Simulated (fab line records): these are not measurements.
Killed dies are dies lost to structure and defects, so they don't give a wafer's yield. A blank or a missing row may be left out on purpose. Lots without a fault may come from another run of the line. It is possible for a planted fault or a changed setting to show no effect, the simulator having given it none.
fab line records | flow n5-finfet | part 2 of 2: steps 7 to 7 of 7
record: lots: 9 wafers: 26 last-day: 19
route steps=1938 shown BEOL_M4@1111 BEOL_M10@1474 PASSIVATION@1936
lots with no fault: from the same line, run without faults
start-h: the number of hours between the record's first day and the start of the first shown wafer of the lot | wait-h: how many hours have passed since the lot's step before this one | " same as the row above | L1.1+2: one row covering several wafers at once | - either no value or no given start | * or withheld: withheld | < > ~ a bound
route shown NAME@n: a module of which the file shows steps, and the number in the route of the first | usual: the fault-free wafers' mean and standard deviation | same: alike in all rows | chamber/n: place in a boat | sites: the reading at each site | _std_site: their standard deviation | _edge_site: mean of outer sites minus mean of inner sites | radius-mm: how far each site lies from the wafer's centre | mask NAME#n: copy n | behind: the last tool/chamber to shape the wafer | hold: why the lot was held/for how many hours/how that ended | device: transistor that didn't switch, given as n, p or np | end of line: at the end of the route, the tests of the same wafers | a step without rows: its recipe alone | killed: dies that structure and defects cost at the first sort, which is not the same as the wafer's yield | map: dies across one wafer; x = killed, . = not, _ = none there
set.NAME: setting as actually run; set.NAME@STEP: the setting as run at that earlier step | model.NAME: the simulator's own value behind a step, which no gauge read
a sample of lots followed through the steps of the route, with each step as a table and each wafer as a row
services: from which hour (start-h, from the record's first day; less than 0 if before it) a tool's chamber was out of use, for how many hours, and why
== steps ==
step: N5_PASSIVATION_PROBE_49
usual: defect-limited-yield: 91.3/1.7 killed_at_M0_to_M3: 33/9.9 killed_at_M4_up: 14/6.4 killed-at-contacts: 12/7 killed-at-front-end: 41/13 killed-at-other: 3.1/2.9 killed-dies: 103/20 killed-open: 67/14 killed-short: 34/9.4 sort_bin_4_leakage: 0.03/0.24 sort_bin_5_function: 5.1/1.1 sort_bin_6_memory: 3.2/0.79 sort_bin_8_speed: 0.02/0.15 sort-n-pass: 1077/21 sort-yield-pct: 91.2/1.7
same: gross-dies: 1180 killed-at-back-side: 0
columns lot.wafer tool chamber start-h wait-h defect-limited-yield[%] killed_at_M0_to_M3 killed_at_M4_up killed-at-contacts killed-at-front-end killed-at-other killed-dies killed-open killed-short sort_bin_4_leakage[%] sort_bin_5_function[%] sort_bin_6_memory[%] sort_bin_8_speed[%] sort-n-pass sort-yield-pct[%]
L863.1 prober-02 - 265.56 0.0 92.0 29 15 11 37 2 94 66 27 0 5.2 2.6 0 1086 92.0
L863.3 prober-02 - 265.66 0.1 90.7 31 16 34 29 0 110 72 37 0 5.6 3.3 0 1070 90.7
L865.1 prober-01 - 277.56 0.0 91.4 22 17 14 48 0 101 64 33 0 4.2 3.8 0 1079 91.4
L865.2 prober-01 - 277.61 0.1 91.4 25 12 9 56 0 102 67 35 0 5.8 2.5 0 1078 91.4
L865.5 prober-01 - 277.76 0.2 90.3 26 9 17 62 1 115 65 49 0 6.5 2.5 0 1065 90.3
L866.1 prober-02 - 279.17 0.0 92.7 28 11 12 32 3 86 62 23 0 4.4 2.5 0.08 1094 92.7
L866.2 prober-02 - 279.22 0.1 89.9 48 14 2 51 4 119 78 41 0 6.0 3.9 0 1061 89.9
L866.5 prober-02 - 279.37 0.2 92.8 27 9 12 35 2 85 59 23 0 4.9 2.1 0 1095 92.8
L869.1 prober-01 - 305.67 0.0 87.7 28 33 10 71 3 145 85 60 0 6.8 4.9 0.08 1034 87.6
L869.2 prober-01 - 305.72 0.1 88.6 39 30 13 50 2 134 76 49 0 6.5 3.9 0 1046 88.6
L869.6 prober-01 - 305.92 0.3 89.0 30 26 7 66 1 130 81 41 0 5.8 4.2 0 1050 89.0
L875.1 prober-01 - 345.45 0.0 91.5 17 29 13 37 4 100 71 25 2.46 5.2 2.7 0 1051 89.1
L875.2 prober-01 - 345.50 0.1 86.5 46 29 29 53 2 159 123 34 0 8.4 4.9 0 1021 86.5
L875.6 prober-01 - 345.70 0.3 90.8 32 25 21 25 6 109 74 28 0 5.4 3.2 0 1071 90.8
L877.1 prober-01 - 362.88 0.0 89.7 39 8 26 44 5 122 71 51 0 5.1 4.8 0 1058 89.7
L877.3 prober-01 - 362.98 0.1 89.7 48 12 7 53 2 122 77 44 0 4.7 4.9 0 1058 89.7
L877.5 prober-01 - 363.08 0.2 87.9 53 14 29 43 4 143 91 49 0 6.9 5.0 0 1037 87.9
L880.2 prober-02 - 378.25 0.1 91.5 34 14 16 34 2 100 70 28 0 4.7 3.6 0 1080 91.5
L880.3 prober-02 - 378.30 0.1 84.7 40 92 5 39 4 180 58 34 0 10.6 3.1 0 1000 84.7
L880.4 prober-02 - 378.35 0.2 90.6 34 16 7 44 10 111 69 38 0 5.0 3.9 0 1069 90.6
L882.3 prober-02 - 421.18 0.1 93.9 27 14 3 23 5 72 48 22 0 3.8 2.0 0 1108 93.9
L882.5 prober-02 - 421.28 0.2 92.8 33 12 4 34 2 85 59 25 0 4.0 3.1 0 1095 92.8
L882.6 prober-02 - 421.33 0.3 90.9 40 20 6 40 1 107 60 47 0 6.1 2.8 0 1073 90.9
L884.2 prober-01 - 467.45 0.1 89.1 25 24 6 73 1 129 89 40 0 6.7 3.7 0 1051 89.1
L884.3 prober-01 - 467.50 0.1 90.3 36 29 7 42 0 114 92 21 0 6.4 3.1 0 1066 90.3
L884.6 prober-01 - 467.65 0.3 89.8 43 19 5 53 0 120 92 28 0 5.8 4.1 0 1060 89.8
killed by level:class
L863.1 FIN_SAQP:geometric-particle:open=16 BEOL_M3:geometric-particle:open=9 MOL_CONTACT_COAG:geometric-particle:open=8 BEOL_M2:geometric-particle:open=6 BEOL_M4:geometric-particle:open=6 FIN_SAQP:geometric-particle:short=5 BEOL_M0_SAQP:geometric-particle:open=5 STI_FIN_REVEAL:geometric-particle:open=3
L863.3 MOL_CONTACT_COAG:geometric-particle:open=20 MOL_CONTACT_COAG:geometric-particle:short=14 BEOL_M3:geometric-particle:open=11 STI_FIN_REVEAL:geometric-particle:open=6 BEOL_M2:geometric-particle:open=6 FIN_SAQP:geometric-particle:open=5 BEOL_M4:geometric-particle:open=5 GATE_CUT:geometric-particle:short=4
L865.1 FIN_SAQP:geometric-particle:open=11 MOL_CONTACT_COAG:geometric-particle:open=11 GATE_CUT:geometric-particle:short=9 FIN_SAQP:geometric-particle:short=8 BEOL_M0_SAQP:geometric-particle:open=8 BEOL_M4:geometric-particle:open=7 GATE_CUT:geometric-particle:open=5 BEOL_M0_SAQP:geometric-particle:short=4
L865.2 FIN_SAQP:geometric-particle:short=13 FIN_SAQP:geometric-particle:open=11 STI_FIN_REVEAL:geometric-particle:open=8 MOL_CONTACT_COAG:geometric-particle:open=8 BEOL_M2:geometric-particle:open=8 BEOL_M4:geometric-particle:open=6 BEOL_M3:geometric-particle:open=5 DUMMY_GATE:geometric-particle:open=4
L865.5 FIN_SAQP:geometric-particle:short=18 MOL_CONTACT_COAG:geometric-particle:open=13 FIN_SAQP:geometric-particle:open=9 BEOL_M3:geometric-particle:open=9 GATE_CUT:geometric-particle:short=8 BEOL_M2:geometric-particle:open=5 STARTING-WAFER:geometric-particle:short=5 MOL_CONTACT_COAG:geometric-particle:short=4
L866.1 MOL_CONTACT_COAG:geometric-particle:open=11 GATE_CUT:geometric-particle:short=8 STI_FIN_REVEAL:geometric-particle:open=6 BEOL_M2:geometric-particle:open=6 GATE_CUT:geometric-particle:open=5 BEOL_M0_SAQP:geometric-particle:short=5 BEOL_M0_SAQP:geometric-particle:open=5 FIN_SAQP:geometric-particle:open=4
L866.2 STI_FIN_REVEAL:geometric-particle:open=23 BEOL_M0_SAQP:geometric-particle:open=15 BEOL_M0_SAQP:geometric-particle:short=11 STI_FIN_REVEAL:geometric-particle:short=7 BEOL_M1:geometric-particle:open=6 BEOL_M4:geometric-particle:open=6 GATE_CUT:geometric-particle:short=5 FIN_SAQP:geometric-particle:short=4
L866.5 STI_FIN_REVEAL:geometric-particle:open=17 MOL_CONTACT_COAG:geometric-particle:open=8 BEOL_M0_SAQP:geometric-particle:open=7 BEOL_M0_SAQP:geometric-particle:short=5 GATE_CUT:geometric-particle:short=4 MOL_CONTACT_COAG:geometric-particle:short=4 BEOL_M1:geometric-particle:open=4 FIN_SAQP:geometric-particle:open=3
L869.1 FIN_SAQP:geometric-particle:short=26 BEOL_M4:geometric-particle:open=22 FIN_SAQP:geometric-particle:open=15 MOL_CONTACT_COAG:geometric-particle:open=8 BEOL_M0_SAQP:geometric-particle:open=6 STI_FIN_REVEAL:geometric-particle:open=6 GATE_CUT:geometric-particle:short=6 BEOL_M2:geometric-particle:short=5
L869.2 BEOL_M4:geometric-particle:open=16 BEOL_M0_SAQP:geometric-particle:open=12 MOL_CONTACT_COAG:geometric-particle:open=12 GATE_CUT:geometric-particle:short=11 FIN_SAQP:geometric-particle:short=10 HKMG_FIN:area-etch=9 BEOL_M2:geometric-particle:open=8 BEOL_M0_SAQP:geometric-particle:short=7
L869.6 BEOL_M4:geometric-particle:open=14 FIN_SAQP:geometric-particle:open=12 FIN_SAQP:geometric-particle:short=11 BEOL_M0_SAQP:geometric-particle:open=11 STI_FIN_REVEAL:geometric-particle:open=8 HKMG_FIN:area-etch=8 MOL_CONTACT_COAG:geometric-particle:open=6 DUMMY_GATE:geometric-particle:open=5
L875.1 BEOL_M4:geometric-particle:open=12 DUMMY_GATE:geometric-particle:open=7 MOL_CONTACT_COAG:geometric-particle:open=7 FIN_SAQP:geometric-particle:open=6 MOL_CONTACT_COAG:geometric-particle:short=5 BEOL_M2:geometric-particle:open=5 BEOL_M7:geometric-particle:open=5 DUMMY_GATE:geometric-particle:short=4
L875.2 MOL_CONTACT_COAG:geometric-particle:open=24 BEOL_M4:geometric-particle:open=16 BEOL_M1:geometric-particle:open=16 FIN_SAQP:geometric-particle:open=12 BEOL_M3:geometric-particle:open=12 STI_FIN_REVEAL:geometric-particle:open=9 DUMMY_GATE:geometric-particle:open=7 MOL_CONTACT_COAG:geometric-particle:short=5
L875.6 MOL_CONTACT_COAG:geometric-particle:open=17 BEOL_M4:geometric-particle:open=10 BEOL_M3:geometric-particle:open=9 BEOL_M2:geometric-particle:open=7 FIN_SAQP:geometric-particle:short=5 FIN_SAQP:geometric-particle:open=5 BEOL_M3:geometric-particle:short=5 DUMMY_GATE:geometric-particle:open=4
L877.1 MOL_CONTACT_COAG:geometric-particle:open=19 BEOL_M0_SAQP:geometric-particle:short=14 FIN_SAQP:geometric-particle:short=9 STI_FIN_REVEAL:geometric-particle:open=8 BEOL_M0_SAQP:geometric-particle:open=8 FIN_SAQP:geometric-particle:open=7 MOL_CONTACT_COAG:geometric-particle:short=7 BEOL_M3:geometric-particle:open=6
L877.3 BEOL_M3:geometric-particle:open=16 FIN_SAQP:geometric-particle:short=15 STI_FIN_REVEAL:geometric-particle:open=11 FIN_SAQP:geometric-particle:open=9 GATE_CUT:geometric-particle:short=9 BEOL_M0_SAQP:geometric-particle:short=8 BEOL_M4:geometric-particle:open=8 MOL_CONTACT_COAG:geometric-particle:open=7
L877.5 MOL_CONTACT_COAG:geometric-particle:open=24 BEOL_M3:geometric-particle:open=12 BEOL_M2:geometric-particle:open=11 FIN_SAQP:geometric-particle:open=10 FIN_SAQP:geometric-particle:short=9 STI_FIN_REVEAL:geometric-particle:open=9 GATE_CUT:geometric-particle:short=7 BEOL_M0_SAQP:geometric-particle:short=7
L880.2 MOL_CONTACT_COAG:geometric-particle:open=14 BEOL_M3:geometric-particle:open=9 STI_FIN_REVEAL:geometric-particle:open=9 BEOL_M0_SAQP:geometric-particle:short=7 BEOL_M0_SAQP:geometric-particle:open=6 BEOL_M4:geometric-particle:open=6 FIN_SAQP:geometric-particle:open=5 FIN_SAQP:geometric-particle:short=4
L880.3 BEOL_M10:area-open=74 HKMG_FIN:area-etch=12 BEOL_M3:geometric-particle:open=9 STI_FIN_REVEAL:geometric-particle:open=7 BEOL_M0_SAQP:geometric-particle:open=7 BEOL_M0_SAQP:geometric-particle:short=6 BEOL_M4:geometric-particle:open=6 FIN_SAQP:geometric-particle:short=5
L880.4 FIN_SAQP:geometric-particle:short=15 BEOL_M0_SAQP:geometric-particle:open=10 FIN_SAQP:geometric-particle:open=7 STI_FIN_REVEAL:geometric-particle:open=7 MOL_CONTACT_COAG:geometric-particle:open=7 BEOL_M0_SAQP:geometric-particle:short=7 BEOL_M4:geometric-particle:open=7 BEOL_M3:geometric-particle:open=6
L882.3 BEOL_M3:geometric-particle:open=9 BEOL_M4:geometric-particle:open=7 FIN_SAQP:geometric-particle:short=6 BEOL_M2:geometric-particle:open=5 DUMMY_GATE:geometric-particle:open=4 BEOL_M0:geometric-particle:open=4 BEOL_M1:geometric-particle:open=4 MOL_CONTACT_COAG:geometric-particle:open=3
L882.5 BEOL_M3:geometric-particle:open=11 FIN_SAQP:geometric-particle:open=10 BEOL_M2:geometric-particle:open=7 FIN_SAQP:geometric-particle:short=6 DUMMY_GATE:geometric-particle:open=5 BEOL_M5:geometric-particle:open=5 MOL_CONTACT_COAG:geometric-particle:open=4 BEOL_M1:geometric-particle:open=4
L882.6 GATE_CUT:geometric-particle:short=13 BEOL_M0_SAQP:geometric-particle:short=8 BEOL_M2:geometric-particle:open=8 BEOL_M4:geometric-particle:open=7 BEOL_M3:geometric-particle:open=7 BEOL_M1:geometric-particle:open=6 BEOL_M3:geometric-particle:short=6 FIN_SAQP:geometric-particle:open=5
L884.2 STI_FIN_REVEAL:geometric-particle:open=42 BEOL_M4:geometric-particle:open=12 STI_FIN_REVEAL:geometric-particle:short=7 GATE_CUT:geometric-particle:short=7 MOL_CONTACT_COAG:geometric-particle:open=6 BEOL_M1:geometric-particle:open=6 BEOL_M4:geometric-particle:short=6 BEOL_M5:geometric-particle:open=6
L884.3 STI_FIN_REVEAL:geometric-particle:open=24 BEOL_M3:geometric-particle:open=10 BEOL_M4:geometric-particle:open=10 BEOL_M5:geometric-particle:open=9 BEOL_M1:geometric-particle:open=7 MOL_CONTACT_COAG:geometric-particle:open=5 BEOL_M3:geometric-particle:short=5 BEOL_M6:geometric-particle:open=5
L884.6 STI_FIN_REVEAL:geometric-particle:open=31 BEOL_M0_SAQP:geometric-particle:open=14 BEOL_M4:geometric-particle:open=11 BEOL_M3:geometric-particle:open=10 BEOL_M0_SAQP:geometric-particle:short=8 STI_FIN_REVEAL:geometric-particle:short=4 BEOL_M3:geometric-particle:short=4 BEOL_M5:geometric-particle:open=4
== services ==
columns tool chamber start-h hours kind
rie-diel-03 1 192.64 - clean
rie-diel-03 1 192.64 - consumable-replace:focus-ring
rie-diel-03 1 192.64 15.9 scheduled-down
rie-diel-03 1 192.64 15.9 vent-cycle
rie-diel-03 2 208.58 - clean
rie-diel-03 2 208.58 - consumable-replace:focus-ring
rie-diel-03 2 208.58 19.2 scheduled-down
rie-diel-03 2 208.58 19.2 vent-cycle
rie-diel-01 - 216.73 1.2 repair
rie-diel-05 1 237.91 6.5 repair
rie-diel-03 0 258.93 7.9 repair
rie-diel-03 1 266.71 8.6 repair
pvd-sputter-02 - 269.38 29.2 repair
rie-diel-03 1 289.50 8.2 repair
rie-diel-03 0 302.02 - clean
rie-diel-03 0 302.02 - consumable-replace:focus-ring
rie-diel-03 0 302.02 32.1 scheduled-down
rie-diel-03 0 302.02 32.1 vent-cycle
rie-diel-05 1 308.63 4.9 repair
rie-diel-03 2 309.62 9.7 repair
rie-diel-05 1 329.31 1.2 repair
rie-diel-03 3 337.18 - clean
pvd-sputter-03 - 355.87 6.6 repair
pvd-sputter-02 - 394.55 4.0 repair
== key ==
first-sign: step: N5_BEOL_M10_OCD_MEAS_38 reading: trench-depth-nm direction: down sigmas: 3.6 usual: 147.7 struck: 137.9
effect: step: N5_PASSIVATION_PROBE_49 reading: killed_at_M4_up direction: up sigmas: 12 usual: 14 struck: 92
more-kills-born-at: N5_BEOL_M10_HM_OPEN_17@rie-metal-03: 74
met-at N5_BEOL_M10_HM_DEP_02
struck-lots L880
struck-wafers L880.3
baseline-loss: step: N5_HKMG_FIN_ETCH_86 wafers: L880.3
not-acting-at N5_BEOL_M10_DESCUM_16,N5_BEOL_M10_STRIP_19,N5_BEOL_M10_ETCH_41
onset-between 249.15 314.60
fault: kind: process-parameter-drift tool: pvd-sputter-01 chamber: - onset-h: 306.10 steps: N5_BEOL_M10_HM_DEP_02 channel: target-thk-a offset: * shape: step acts-in: * stated: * scope: struck-wafers-only
baseline-loss: these wafers lose ten dies or more at that step, a loss of the line's own and not of a fault; the sort's usual values leave them out
